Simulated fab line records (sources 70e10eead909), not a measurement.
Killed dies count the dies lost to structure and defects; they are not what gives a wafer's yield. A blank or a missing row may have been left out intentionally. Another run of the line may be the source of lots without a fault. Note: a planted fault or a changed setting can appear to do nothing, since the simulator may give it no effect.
Chamber matching	flow nand_harc	3 sister chambers for NHARC_A_CONTACT_DEP_24 on pecvd-03
The step deposits SiO2, target thk 500 nm. 3 wafers are shown with their chamber, then 7 later ones without.

## WAFERS WITH THEIR CHAMBER
wafer	chamber	heater_power_w (W)
L085.4	0	497
L085.5	2	339
L086.4	1	735

## WAFERS MISSING THEIR CHAMBER
wafer	heater_power_w (W)
L086.6	537
L090.3	752
L090.4	563
L090.5	384
L096.3	459
L096.5	757
L096.6	337

## WHICH CHAMBER EACH ONE RAN IN
wafer	from the rows above	in truth
L086.6	0	0
L090.3	1	1
L090.4	0	0
L090.5	can't be placed: 2 or 0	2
L096.3	0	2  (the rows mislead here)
L096.5	1	1
L096.6	2	2
Correct placement for 5 of the 7. Cannot be placed on the basis of these rows: 1; the candidates contain the true chamber in 1. Number placed wrongly: 1.
How it was worked out, from the rows above alone: a wafer's distance from a chamber is the root of the sum, over the readings, of the square of ((its reading less the chamber's mean) divided by the reading's scatter). If the next closest chamber is less than 2 further off than the closest, the wafer can't be placed; otherwise it belongs to the closest. For every chamber, the mean is computed from those of its wafers that are shown. The scatter: root of mean squared gap, hidden wafer to nearest shown wafer, with one shown wafer a chamber.
